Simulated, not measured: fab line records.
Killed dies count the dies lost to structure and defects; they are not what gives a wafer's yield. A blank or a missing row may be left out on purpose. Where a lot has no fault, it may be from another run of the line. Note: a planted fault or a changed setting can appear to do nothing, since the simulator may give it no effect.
Which tool was responsible?	flow n5_finfet	24 lots with 72 wafers sampled at 5 steps, on a route of 1938 steps

WHAT THE GAUGES READ, wafer by wafer
N5_ZERO_LAYER_INSPECT_20: inspects for defects (darkfield). Usual: raw_defect_count reads 32 (standard deviation 13).
lot	measured	on	raw_defect_count	flag
L074	day 1 13:18	defect_inspect-01	24 48 25	
L075	day 1 19:23	defect_inspect-02	18 22 47	
L076	day 2 01:15	defect_inspect-01	17 44 29	
L077	day 2 07:17	defect_inspect-01	25 23 13	
L078	day 2 13:23	defect_inspect-01	15 24 19	
L079	day 2 19:24	defect_inspect-02	14 35 23	
L080	day 3 01:25	defect_inspect-01	36 63 77	
L081	day 3 07:17	defect_inspect-01	32 53 23	
L082	day 3 13:23	defect_inspect-01	42 27 25	
L083	day 3 19:37	defect_inspect-01	28 20 36	
L084	day 4 01:23	defect_inspect-01	25 18 25	
L085	day 4 07:23	defect_inspect-01	46 19 40	
L086	day 4 13:32	defect_inspect-01	46 53 37	
L087	day 4 19:23	defect_inspect-02	29 26 18	
L088	day 5 01:29	defect_inspect-02	18 23 28	
L089	day 5 07:32	defect_inspect-02	30 17 34	
L090	day 5 13:15	defect_inspect-02	25 60 28	
L091	day 5 19:33	defect_inspect-02	33 44 63	
L092	day 6 01:43	defect_inspect-02	49 28 17	
L093	day 6 07:53	defect_inspect-02	40 42 46	
L094	day 6 13:56	defect_inspect-02	18 27 29	
L095	day 6 19:38	defect_inspect-02	20 29 31	
L096	day 7 01:15	defect_inspect-01	19 25 27	
L097	day 7 07:15	defect_inspect-02	20 63 47	

N5_WELL_APT_CD_MEAS_08 targets a cd of 200 nm. Usual: cd_nm reads 199.8 nm (standard deviation 2).
lot	measured	on	cd_nm (nm)	flag
L074	day 1 13:36	cd_sem-02	199.3 196.4 201.8	
L075	day 1 19:49	cd_sem-02	197.9 199.9 199.7	
L076	day 2 01:35	cd_sem-01	201.1 199.0 200.8	
L077	day 2 07:35	cd_sem-01	199.3 199.8 198.5	
L078	day 2 13:41	cd_sem-01	199.4 201.4 198.9	
L079	day 2 19:43	cd_sem-01	198.2 199.4 200.2	
L080	day 3 01:51	cd_sem-01	195.9 199.1 198.3	
L081	day 3 07:35	cd_sem-03	199.9 200.8 200.7	
L082	day 3 13:49	cd_sem-03	200.6 198.9 197.4	
L083	day 3 20:02	cd_sem-02	199.8 199.6 199.7	
L084	day 4 01:48	cd_sem-02	200.4 199.4 202.9	
L085	day 4 07:49	cd_sem-02	200.8 201.3 198.8	
L086	day 4 13:58	cd_sem-01	199.0 203.9 202.4	
L087	day 4 19:41	cd_sem-01	199.4 200.7 199.4	
L088	day 5 01:55	cd_sem-02	199.8 205.7 206.3	
L089	day 5 07:59	cd_sem-02	198.9 198.9 196.7	
L090	day 5 13:34	cd_sem-03	197.7 199.6 200.4	
L091	day 5 19:52	cd_sem-03	198.7 198.4 200.3	
L092	day 6 02:09	cd_sem-01	200.9 201.9 203.1	
L093	day 6 08:11	cd_sem-02	199.7 200.7 201.8	
L094	day 6 14:22	cd_sem-03	200.7 199.9 201.1	
L095	day 6 19:56	cd_sem-03	198.2 197.1 199.4	
L096	day 7 01:41	cd_sem-02	201.2 201.8 203.4	
L097	day 7 07:34	cd_sem-01	196.6 196.9 196.6	

N5_WELL_APT_OVL_MEAS_26. Usual: PWELL_OVL typically reads 2 nm, with standard deviation 4.7.
lot	measured	on	PWELL_OVL (nm)	flag
L074	day 1 14:53	overlay-01	-2 -3 -7	
L075	day 1 21:07	overlay-02	3 2 12	
L076	day 2 02:44	overlay-01	1 1 2	
L077	day 2 09:46	overlay-01	5 4 -1	
L078	day 2 15:02	overlay-01	2 -2 -3	
L079	day 2 21:07	overlay-01	4 9 -1	
L080	day 3 03:08	overlay-01	-3 6 0	
L081	day 3 08:58	overlay-01	-1 2 -1	
L082	day 3 14:59	overlay-02	9 6 0	
L083	day 3 21:22	overlay-01	4 -1 1	
L084	day 4 02:58	overlay-01	-4 1 1	
L085	day 4 09:01	overlay-02	5 6 3	
L086	day 4 15:10	overlay-01	-4 4 1	
L087	day 4 20:58	overlay-01	7 5 16	
L088	day 5 03:32	overlay-01	-3 -6 1	
L089	day 5 09:08	overlay-01	-1 0 -7	
L090	day 5 14:52	overlay-02	3 2 7	
L091	day 5 21:01	overlay-01	7 9 11	
L092	day 6 03:18	overlay-02	3 2 -2	
L093	day 6 09:28	overlay-02	0 -5 -6	
L094	day 6 15:42	overlay-02	-6 3 -8	
L095	day 6 21:05	overlay-02	6 -2 -5	
L096	day 7 02:58	overlay-02	-3 -5 0	
L097	day 7 08:51	overlay-01	8 5 4	

N5_FIN_SAQP_THK_MEAS_07. Usual: thk_nm reads 60.0 nm (standard deviation 0.83).
lot	measured	on	thk_nm (nm)	flag
L074	day 1 21:49	film_metro-01	58.3 60.0 59.8	
L075	day 2 04:50	film_metro-01	59.1 60.4 60.3	
L076	day 2 10:47	film_metro-01	57.5 58.8 60.6	
L077	day 2 16:32	film_metro-02	59.9 59.7 60.8	
L078	day 2 22:57	film_metro-02	58.6 60.3 60.1	
L079	day 3 03:37	film_metro-01	58.7 60.3 60.2	
L080	day 3 09:44	film_metro-01	59.1 59.7 60.0	
L081	day 3 15:14	film_metro-01	58.4 60.5 59.7	
L082	day 3 22:07	film_metro-01	59.3 59.3 60.2	
L083	day 4 04:22	film_metro-01	60.6 60.8 61.2	
L084	day 4 10:20	film_metro-01	59.2 59.6 60.2	
L085	day 4 15:52	film_metro-01	60.5 61.5 61.4	
L086	day 5 00:27	film_metro-01	59.3 58.8 58.7	
L087	day 5 04:13	film_metro-02	60.4 61.4 60.1	
L088	day 5 10:59	film_metro-02	60.0 59.7 60.7	
L089	day 5 15:59	film_metro-02	60.0 61.3 60.4	
L090	day 5 21:47	film_metro-02	59.0 59.0 60.8	
L091	day 6 04:23	film_metro-02	58.6 59.4 60.0	
L092	day 6 10:04	film_metro-02	60.4 59.0 61.1	
L093	day 6 15:50	film_metro-01	60.3 60.2 60.6	
L094	day 6 23:49	film_metro-01	60.6 61.5 60.7	
L095	day 7 04:04	film_metro-01	58.8 59.2 59.0	
L096	day 7 09:25	film_metro-01	60.1 59.6 61.0	
L097	day 7 14:47	film_metro-01	59.9 60.3 61.6	

N5_FIN_SAQP_INSPECT_18: inspects for defects (brightfield). Usual: raw_defect_count reads 380 (standard deviation 100).
lot	measured	on	raw_defect_count	flag
L074	day 1 22:22	defect_inspect-01	250 345 261	
L075	day 2 05:17	defect_inspect-01	416 303 296	
L076	day 2 11:19	defect_inspect-02	440 378 357	
L077	day 2 16:57	defect_inspect-01	379 487 341	
L078	day 2 23:32	defect_inspect-02	329 389 295	
L079	day 3 04:11	defect_inspect-01	382 410 353	
L080	day 3 10:16	defect_inspect-02	261 261 321	
L081	day 3 15:46	defect_inspect-01	344 338 442	
L082	day 3 22:32	defect_inspect-01	334 525 386	
L083	day 4 04:48	defect_inspect-01	583 533 325	
L084	day 4 12:35	defect_inspect-01	222 311 299	
L085	day 4 16:32	defect_inspect-01	502 421 439	
L086	day 5 00:52	defect_inspect-01	380 405 432	
L087	day 5 04:49	defect_inspect-02	561 390 484	
L088	day 5 11:25	defect_inspect-02	303 259 280	
L089	day 5 16:32	defect_inspect-02	347 387 430	
L090	day 5 22:20	defect_inspect-02	349 246 289	
L091	day 6 04:56	defect_inspect-02	208 182 264	
L092	day 6 10:38	defect_inspect-01	282 254 291	
L093	day 6 16:23	defect_inspect-01	432 290 495	
L094	day 7 00:22	defect_inspect-02	506 371 471	
L095	day 7 04:37	defect_inspect-02	353 478 348	
L096	day 7 09:58	defect_inspect-02	434 319 263	
L097	day 7 15:20	defect_inspect-01	558 453 446	

WHICH TOOL RAN EACH LOT (tool, then ch and the chambers of the sampled wafers, then the start)
Before these readings, the record contains no process step.

WHAT THE TOOLS THEMSELVES READ (means of the sampled wafers that have a number; where no wafer has one, the mark that the record gives instead)
The record holds no such reading with a usual standard deviation.

THE ANSWER, worked out from the rows above alone
Rule: a lot is off if the mean of its wafers that have a number lies more than 3 standard deviations from the usual mean. Also off: a lot with no number at a reading for which 4 or more lots have one. Where the step has rows for the other lots, those lots are counted as sound. The gauges are gone through in route order, then the tools' own readings, and for those a lot's mean is taken as printed above. The first step at which some lot is off is used, and at that step the reading that is off furthest; a lot without a number counts as furthest.
No lot is off at any reading shown: from this, nothing can be told.

WHAT THE SIMULATOR PUT IN
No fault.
